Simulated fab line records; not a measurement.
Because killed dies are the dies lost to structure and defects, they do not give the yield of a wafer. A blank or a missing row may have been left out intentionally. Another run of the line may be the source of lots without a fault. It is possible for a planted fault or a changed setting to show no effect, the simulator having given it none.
fab line records | flow n5_finfet
record: lots: 7 wafers: 21 last_day: 18
route steps=1938 shown BEOL_M0_SAQP@635 BEOL_M4@1111 PASSIVATION@1936
lots untouched by any fault: they come from a run of this same line in which no faults occurred
start_h: the number of hours between the record's first day and the start of the first shown wafer of the lot | wait_h: hours since the lot's step before | " the same as in the row above | L1.1+2: several wafers, shown together as one row | - no value, or no start given | * or withheld: withheld | < > ~ a bound
route shown NAME@n: a module of which the file shows steps, and the number in the route of the first | usual: average and standard deviation across the fault-free wafers | same: alike in all rows | chamber/n: place in a boat | sites: per-site readings | _std_site: their standard deviation | _edge_site: mean of outer sites minus mean of inner sites | radius_mm: for every site, how far away it sits from the centre of the wafer | mask NAME#n: copy n | behind: the most recent tool/chamber to have shaped the wafer | hold: the reason the lot was held/the length of the hold in hours/how it ended | device: transistor that didn't switch, given as n, p or np | end of line: at the end of the route, the tests of the same wafers | a step given without rows: its recipe and nothing more | killed: not the wafer's yield, but the dies lost to structure and defects at the first sort | map: a wafer's dies, marking killed ones x, the rest . and places with no die _
set.NAME: the run value of the setting; set.NAME@STEP: its run value at that earlier step | model.NAME: the simulator's own value behind a step, which no gauge read
a table for each step, a row for each wafer; lots at some steps of the route
services: from which hour (start_h, from the record's first day; less than 0 if before it) a tool's chamber was out of use, for how many hours, and why
== steps ==
step: N5_BEOL_M0_SAQP_PECVD_03
recipe: material: SiCN target_thk_a: 120 temp_c: withheld precursor: 3MS/NH3 pressure_torr: 3 rf_w: 202 time_s: 21.1
usual: showerhead_plenum_p_Torr: 3.672/0.011 throttle_valve_pct: 8.7/0.32
columns lot.wafer tool chamber start_h wait_h showerhead_plenum_p_Torr throttle_valve_pct
L769.1 pecvd-02 0 110.00 0.1 3.656 8.8
L769.2 " 1 " " 3.674 8.6
L769.6 " 0 " " 3.665 8.9
L775.1 pecvd-04 1 146.73 0.1 3.670 8.8
L775.2 " 2 " " 3.658 9.2
L775.6 " 1 " " 3.666 8.9
L778.1 pecvd-02 1 163.22 0.1 3.668 8.8
L778.3 " 2 " " 3.660 8.6
L778.4 " 0 " " 3.663 8.5
L779.2 pecvd-02 0 172.31 0.1 3.659 8.8
L779.5 " 1 " " 3.668 8.5
L779.6 " 0 " " 3.671 9.0
L780.2 pecvd-01 2 173.57 0.1 3.693 8.0
L780.3 " 0 " " 3.678 8.7
L780.5 " 0 " " 3.689 9.0
L788.2 pecvd-01 2 225.86 0.1 3.690 8.2
L788.4 " 1 " " 3.676 9.1
L788.5 " 0 " " 3.675 8.9
L792.2 pecvd-01 2 244.31 0.1 3.675 7.8
L792.4 " 2 " " 3.692 8.1
L792.6 " 0 " " 3.688 8.9
step: N5_BEOL_M0_SAQP_PECVD_96
recipe: material: a-Si target_thk_a: 450 temp_c: 350 precursor: SiH4/He pressure_torr: 3 rf_w: 100 time_s: 45.2
usual: heater_power_w: 644/50 showerhead_plenum_p_Torr: 5.70/0.041 throttle_valve_pct: 17.4/0.59
columns lot.wafer tool chamber start_h wait_h heater_power_w showerhead_plenum_p_Torr throttle_valve_pct
L769.1 pecvd-02 0 110.03 0.0 614 5.66 17.5
L769.2 " 1 " " 625 5.67 17.3
L769.6 " 0 " " 613 5.68 17.5
L775.1 pecvd-04 1 146.76 0.0 557 5.68 17.9
L775.2 " 2 " " 565 5.66 18.7
L775.6 " 1 " " 569 5.67 17.8
L778.1 pecvd-02 1 163.25 0.0 605 5.67 16.9
L778.3 " 2 " " 702 5.66 17.4
L778.4 " 0 " " 617 5.66 17.4
L779.2 pecvd-02 0 172.34 0.0 602 5.66 17.5
L779.5 " 1 " " 582 5.69 17.2
L779.6 " 0 " " 592 5.65 17.8
L780.2 pecvd-01 2 173.60 0.0 613 5.79 16.3
L780.3 " 0 " " 684 5.73 17.6
L780.5 " 0 " " 697 5.75 17.6
L788.2 pecvd-01 2 225.89 0.0 649 5.77 16.2
L788.4 " 1 " " 644 5.69 18.2
L788.5 " 0 " " 619 5.74 17.3
L792.2 pecvd-01 2 244.34 0.0 633 5.77 16.1
L792.4 " 2 " " 634 5.76 16.5
L792.6 " 0 " " 663 5.74 17.8
step: N5_BEOL_M0_SAQP_PECVD_97
recipe: material: SiNx target_thk_a: 230 temp_c: 350 precursor: SiH4/NH3/N2 pressure_torr: 1.5 rf_w: 300 time_s: 19.9
usual: heater_power_w: 581/71 showerhead_plenum_p_Torr: 5.18/0.057 throttle_valve_pct: 38.2/1.3
columns lot.wafer tool chamber start_h wait_h heater_power_w showerhead_plenum_p_Torr throttle_valve_pct
L769.1 pecvd-02 0 110.08 0.0 524 5.13 38.5
L769.2 " 1 " " 597 5.17 37.4
L769.6 " 0 " " 511 5.12 38.8
L775.1 pecvd-04 1 146.81 0.0 537 5.15 39.0
L775.2 " 2 " " 528 5.12 40.7
L775.6 " 1 " " 527 5.15 39.0
L778.1 pecvd-02 1 163.30 0.0 588 5.14 37.6
L778.3 " 2 " " 571 5.16 38.1
L778.4 " 0 " " 518 5.13 38.6
L779.2 pecvd-02 0 172.39 0.0 497 5.13 38.8
L779.5 " 1 " " 533 5.17 37.6
L779.6 " 0 " " 495 5.13 39.2
L780.2 pecvd-01 2 173.65 0.0 580 5.28 35.5
L780.3 " 0 " " 631 5.24 38.6
L780.5 " 0 " " 630 5.23 38.0
L788.2 pecvd-01 2 225.94 0.0 514 5.29 35.5
L788.4 " 1 " " 679 5.19 39.6
L788.5 " 0 " " 593 5.23 38.5
L792.2 pecvd-01 2 244.39 0.0 577 5.29 35.8
L792.4 " 2 " " 582 5.30 35.7
L792.6 " 0 " " 526 5.24 38.5
step: N5_BEOL_M0_SAQP_PECVD_04
recipe: material: a-Si target_thk_a: 600 temp_c: 350 precursor: SiH4/He pressure_torr: 3 rf_w: 100 time_s: 60.2
usual: heater_power_w: 650/66 showerhead_plenum_p_Torr: 5.70/0.042 throttle_valve_pct: 17.4/0.6
columns lot.wafer tool chamber start_h wait_h heater_power_w showerhead_plenum_p_Torr throttle_valve_pct
L769.1 pecvd-02 0 110.12 0.0 564 5.66 17.4
L769.2 " 1 " " 649 5.67 16.9
L769.6 " 0 " " 565 5.65 17.3
L775.1 pecvd-04 1 146.85 0.0 584 5.68 17.8
L775.2 " 2 " " 605 5.65 18.6
L775.6 " 1 " " 588 5.67 17.9
L778.1 pecvd-02 1 163.33 0.0 651 5.69 17.1
L778.3 " 2 " " 737 5.68 17.3
L778.4 " 0 " " 551 5.67 17.9
L779.2 pecvd-02 0 172.43 0.0 580 5.65 17.5
L779.5 " 1 " " 656 5.70 16.8
L779.6 " 0 " " 577 5.65 17.7
L780.2 pecvd-01 2 173.69 0.0 623 5.77 16.2
L780.3 " 0 " " 597 5.74 17.6
L780.5 " 0 " " 607 5.75 17.5
L788.2 pecvd-01 2 225.98 0.0 577 5.78 16.3
L788.4 " 1 " " 739 5.70 17.9
L788.5 " 0 " " 653 5.74 17.8
L792.2 pecvd-01 2 244.43 0.0 640 5.78 16.2
L792.4 " 2 " " 666 5.78 16.2
L792.6 " 0 " " 675 5.74 17.6
step: N5_BEOL_M0_SAQP_THK_MEAS_05
usual: thk_nm: 60.2/0.86
columns lot.wafer tool chamber start_h wait_h thk_nm
L769.1 film_metro-02 - 110.21 0.1 60.1
L769.2 " - " " 59.9
L769.6 " - " " 60.8
L775.1 film_metro-01 - 146.94 0.1 58.3
L775.2 " - " " 59.1
L775.6 " - " " 58.8
L778.1 film_metro-02 - 163.43 0.1 59.8
L778.3 " - " " 60.6
L778.4 " - " " 61.4
L779.2 film_metro-01 - 172.52 0.1 59.6
L779.5 " - " " 60.9
L779.6 " - " " 61.0
L780.2 film_metro-01 - 173.78 0.1 60.3
L780.3 " - " " 59.2
L780.5 " - " " 61.6
L788.2 film_metro-01 - 226.07 0.1 60.9
L788.4 " - " " 60.1
L788.5 " - " " 60.7
L792.2 film_metro-02 - 244.52 0.1 60.3
L792.4 " - " " 61.1
L792.6 " - " " 60.2
step: N5_BEOL_M0_SAQP_HM_DEP_111
recipe: material: SiO2 target_thk_a: 120 temp_c: 400 precursor: SiH4/N2O pressure_torr: 0.75 rf_w: 275 time_s: 7.2
usual: heater_power_w: 804/97 showerhead_plenum_p_Torr: 8.20/0.11
columns lot.wafer tool chamber start_h wait_h heater_power_w showerhead_plenum_p_Torr
L769.1 pecvd-04 2 110.25 0.0 815 8.09
L769.2 " 1 " " 689 8.16
L769.6 " 0 " " 907 8.09
L775.1 pecvd-02 2 147.01 0.1 893 8.17
L775.2 " 1 " " 801 8.17
L775.6 " 0 " " 726 8.12
L778.1 pecvd-01 2 163.47 0.0 789 8.44
L778.3 " 1 " " 985 8.23
L778.4 " 1 " " 977 8.21
L779.2 pecvd-01 1 172.56 0.0 892 8.22
L779.5 " 2 " " 819 8.43
L779.6 " 0 " " 763 8.35
L780.2 pecvd-04 2 173.82 0.0 738 8.10
L780.3 " 1 " " 625 8.17
L780.5 " 1 " " 641 8.16
L788.2 pecvd-02 0 226.11 0.0 743 8.12
L788.4 " 0 " " 768 8.13
L788.5 " 1 " " 822 8.16
L792.2 pecvd-04 0 244.56 0.0 1012 8.07
L792.4 " 1 " " 709 8.17
L792.6 " 2 " " 727 8.09
step: N5_BEOL_M0_SAQP_COAT_81
recipe: resist: SOC temp_c: 250 time_s: 60 spin_rpm: 1500 resist_thk_nm: 100
step: N5_BEOL_M0_SAQP_COAT_82
recipe: resist: SiARC temp_c: 220 time_s: 60 spin_rpm: 1500 resist_thk_nm: 30
step: N5_BEOL_M0_SAQP_COAT_08
recipe: resist: CAR-ArF spin_rpm: 1500 resist_thk_nm: 90
step: N5_BEOL_M0_SAQP_EBR_10
recipe: solvent: PGMEA ebr_width_mm: 1.5
step: N5_BEOL_M0_SAQP_SOFTBAKE_09
recipe: temp_c: 110 time_s: 60 resist: CAR-ArF
step: N5_BEOL_M0_SAQP_EXPOSE_11
recipe: mask_id: M0_CORE na: 1.35 source_shape: dipole sigma_inner: 0.538 sigma_outer: 0.738 polarization: te target_cd_nm: 42 dose_mj: 55
step: N5_BEOL_M0_SAQP_PEB_12
recipe: peb_temp_c: withheld peb_time_s: 60 resist: CAR-ArF
columns lot.wafer tool chamber start_h wait_h
L769.1+2+6 litho_track-02 0 110.50 0.1
L775.1+2+6 litho_track-03 0 147.38 0.1
L778.1+3+4 litho_track-02 0 163.85 0.1
L779.2+5+6 litho_track-02 0 172.81 0.0
L780.2+3+5 litho_track-02 0 174.22 0.0
L788.2+4+5 litho_track-05 0 226.49 0.0
L792.2+4+6 litho_track-03 0 244.94 0.0
step: N5_BEOL_M0_SAQP_DEVELOP_13
recipe: develop_time_s: 30 developer: TMAH resist: CAR-ArF dev_temp_c: 23 rinse_liquid: diw dry: air_spin
step: N5_BEOL_M0_SAQP_CD_MEAS_14
recipe: target_cd_nm: 42.5 landing_energy_ev: 500 detector: se_inlens
usual: cd_nm: 42.6/0.32
same: landing_energy_ev: 500
columns lot.wafer tool chamber start_h wait_h cd_nm
L769.1 cd_sem-03 0 110.57 - 42.6
L769.2 " 0 " " 43.1
L769.6 " 0 " " 43.1
L775.1 cd_sem-02 0 147.45 - 42.6
L775.2 " 0 " " 42.8
L775.6 " 0 " " 42.3
L778.1 cd_sem-01 0 163.91 - 42.3
L778.3 " 0 " " 46.8
L778.4 " 0 " " 42.2
L779.2 cd_sem-03 0 172.88 - 46.6
L779.5 " 0 " " 42.5
L779.6 " 0 " " 42.8
L780.2 cd_sem-02 0 174.29 - 46.6
L780.3 " 0 " " 47.1
L780.5 " 0 " " 43.3
L788.2 cd_sem-01 0 226.56 - 42.4
L788.4 " 0 " " 42.9
L788.5 " 0 " " 42.2
L792.2 cd_sem-03 0 245.00 - 42.1
L792.4 " 0 " " 42.5
L792.6 " 0 " " 42.8
step: N5_BEOL_M0_SAQP_OVL_MEAS_15
recipe: points_per_wafer: 44
usual: M0_CORE_OVL: 0.0/0.79
same: points_per_wafer: 44
columns lot.wafer tool chamber start_h wait_h M0_CORE_OVL[nm]
L769.1 overlay-01 0 110.60 0.0 1.1
L769.2 " 0 " " 0.8
L769.6 " 0 " " 0.8
L775.1 overlay-02 0 147.48 0.0 0.4
L775.2 " 0 " " -0.9
L775.6 " 0 " " 0.5
L778.1 overlay-01 0 163.94 0.0 -0.2
L778.3 " 0 " " 1.8
L778.4 " 0 " " 0.9
L779.2 overlay-01 0 172.91 0.0 -0.6
L779.5 " 0 " " 0.1
L779.6 " 0 " " 0.0
L780.2 overlay-02 0 174.32 0.0 0.8
L780.3 " 0 " " -0.3
L780.5 " 0 " " 0.4
L788.2 overlay-01 0 226.59 0.0 0.9
L788.4 " 0 " " 0.3
L788.5 " 0 " " 0.1
L792.2 overlay-01 0 245.03 0.0 -0.1
L792.4 " 0 " " -0.6
L792.6 " 0 " " -0.8
step: N5_BEOL_M4_RC_MEAS_101
usual: DIBL_N: 35.8/1.6 DIBL_P: 36.0/1.9 IOFF_N: 0.151/0.029 IOFF_P: 0.21/0.037 ION_N: 673/12 ION_P: 463/7.3 SS_N: 71.5/0.58 SS_P: 73.2/0.61 VT_N: 251/3.3 VT_P: -250/3.3
columns lot.wafer tool chamber start_h wait_h DIBL_N[mV/V] DIBL_P[mV/V] IOFF_N[nA/um] IOFF_P[nA/um] ION_N[uA/um] ION_P[uA/um] SS_N[mV/dec] SS_P[mV/dec] VT_N[mV] VT_P[mV]
L769.1 prober-02 0 161.92 0.6 38.9 39.9 0.190 0.26 692 474 72.2 73.7 248 -246
L769.2 " 0 " " 37.2 35.9 0.139 0.19 664 455 71.7 72.8 255 -253
L769.6 " 0 " " 36.5 35.5 0.129 0.19 663 457 72.1 73.1 255 -251
L775.1 prober-02 0 204.84 0.0 35.8 35.9 0.160 0.26 693 478 71.7 73.2 250 -243
L775.2 " 0 " " 36.1 35.9 0.161 0.25 673 470 71.5 73.3 250 -245
L775.6 " 0 " " 36.8 37.5 0.185 0.28 682 469 71.8 73.3 247 -244
L778.1 prober-02 0 213.18 0.0 33.6 35.0 0.128 0.22 662 467 72.3 73.0 256 -248
L778.3 " 0 " " 33.8 34.5 0.136 0.21 667 465 71.4 72.9 251 -247
L778.4 " 0 " " 36.6 38.1 0.195 0.28 684 472 72.1 73.7 248 -243
L779.2 prober-02 0 239.49 0.2 35.7 36.8 0.165 0.23 678 467 71.4 73.1 248 -247
L779.5 " 0 " " 36.6 38.7 0.195 0.27 692 475 71.9 73.5 247 -246
L779.6 " 0 " " 36.0 37.5 0.173 0.25 673 466 72.4 74.3 245 -248
L780.2 prober-01 0 241.81 0.2 34.1 35.2 0.120 0.15 663 457 70.9 72.3 253 -255
L780.3 " 0 " " 35.6 37.2 0.146 0.18 677 458 71.0 73.2 253 -256
L780.5 " 0 " " 34.7 35.9 0.125 0.17 654 450 70.3 73.0 256 -256
L788.2 prober-02 0 284.94 0.2 35.2 35.5 0.154 0.21 680 467 71.5 73.6 251 -250
L788.4 " 0 " " 35.4 36.3 0.158 0.23 678 465 71.0 73.0 247 -247
L788.5 " 0 " " 34.0 34.2 0.125 0.19 655 453 71.7 73.3 251 -252
L792.2 prober-01 0 314.73 0.2 34.0 34.4 0.113 0.19 654 457 71.1 73.3 256 -252
L792.4 " 0 " " 33.1 34.0 0.114 0.18 671 471 70.7 72.3 258 -251
L792.6 " 0 " " 31.8 32.0 0.099 0.15 664 463 71.3 72.2 257 -252
step: N5_PASSIVATION_PROBE_49
usual: defect_limited_yield: 90.9/1.4 killed_at_M0_to_M3: 37/12 killed_at_M4_up: 14/5.3 killed_at_contacts: 12/6.2 killed_at_front_end: 41/11 killed_at_other: 3.7/2.9 killed_dies: 107/17 killed_open: 71/12 killed_short: 34/7.9 sort_bin_5_function: 5.3/0.95 sort_bin_6_memory: 3.4/0.7 sort_n_pass: 1073/17 sort_yield_pct: 90.9/1.5
same: gross_dies: 1180 killed_at_back_side: 0 sort_bin_4_leakage[%]: 0 sort_bin_8_speed[%]: 0
columns lot.wafer tool chamber start_h wait_h defect_limited_yield[%] killed_at_M0_to_M3 killed_at_M4_up killed_at_contacts killed_at_front_end killed_at_other killed_dies killed_open killed_short sort_bin_5_function[%] sort_bin_6_memory[%] sort_n_pass sort_yield_pct[%]
L778.3 prober-02 - 317.53 0.1 89.0 70 8 16 33 3 130 82 37 6.0 4.2 1050 89.0
L779.2 prober-02 - 341.87 0.1 92.6 33 16 6 31 1 87 54 25 4.2 2.5 1093 92.6
L780.2 prober-02 - 352.86 0.1 89.8 39 14 18 48 1 120 70 42 6.1 3.0 1060 89.8
L780.3 prober-02 - 352.91 0.1 89.5 30 11 16 61 6 124 67 43 5.8 3.1 1056 89.5
killed by level:class
L778.3 BEOL_M3:geometric_particle:open=14 BEOL_M2:geometric_particle:open=12 MOL_CONTACT_COAG:geometric_particle:open=10 BEOL_M1:geometric_particle:open=10 STI_FIN_REVEAL:geometric_particle:open=8 BEOL_M2:geometric_particle:short=8 BEOL_M0_SAQP:area_peb=7 DUMMY_GATE:geometric_particle:open=6
L779.2 BEOL_M0_SAQP:geometric_particle:open=9 BEOL_M4:geometric_particle:open=7 FIN_SAQP:geometric_particle:short=6 BEOL_M3:geometric_particle:open=6 GATE_CUT:geometric_particle:open=5 BEOL_M0_SAQP:geometric_particle:short=5 STI_FIN_REVEAL:geometric_particle:open=4 GATE_CUT:geometric_particle:short=4
L780.2 STI_FIN_REVEAL:geometric_particle:open=14 MOL_CONTACT_COAG:geometric_particle:open=12 DUMMY_GATE:geometric_particle:open=9 BEOL_M0_SAQP:geometric_particle:short=8 GATE_CUT:geometric_particle:short=7 BEOL_M0_SAQP:geometric_particle:open=7 BEOL_M0_SAQP:area_peb=7 FIN_SAQP:geometric_particle:short=6
L780.3 MOL_CONTACT_COAG:geometric_particle:open=13 STI_FIN_REVEAL:geometric_particle:open=10 BEOL_M0_SAQP:area_peb=9 FIN_SAQP:geometric_particle:open=7 FIN_SAQP:geometric_particle:short=7 GATE_CUT:geometric_particle:short=7 DUMMY_GATE:geometric_particle:open=6 BEOL_M0_SAQP:geometric_particle:open=6
== services ==
columns tool chamber start_h hours kind
pecvd-04 1 99.31 8.8 repair
pecvd-02 1 113.56 5.0 scheduled_down
pecvd-01 - 139.51 14.6 pm
pecvd-04 0 166.05 - clean
pecvd-04 0 166.05 29.5 scheduled_down
pecvd-04 0 166.05 29.5 vent_cycle
pecvd-02 0 181.80 2.1 scheduled_down
pecvd-02 1 197.56 2.1 scheduled_down
pecvd-04 2 202.38 - clean
pecvd-04 2 202.38 - consumable_replace:showerhead
pecvd-04 2 202.38 29.0 scheduled_down
pecvd-04 2 202.38 29.0 vent_cycle
pecvd-01 0 239.72 2.1 scheduled_down
== key ==
first_sign: step: N5_BEOL_M0_SAQP_CD_MEAS_14 reading: cd_nm direction: up sigmas: 13 usual: 42.6 struck: 46.8
effect none on later readings
met_at N5_BEOL_M0_SAQP_PEB_12
struck_wafers L778.3,L779.2,L780.2,L780.3
onset_between 110.50 163.85
fault: kind: process_parameter_drift tool: litho_track-02 chamber: - onset_h: 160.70 steps: N5_BEOL_M0_SAQP_PEB_12 channel: peb_time_s offset: * shape: step end_h: 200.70 scope: struck_wafers_only acts_in: * stated: *
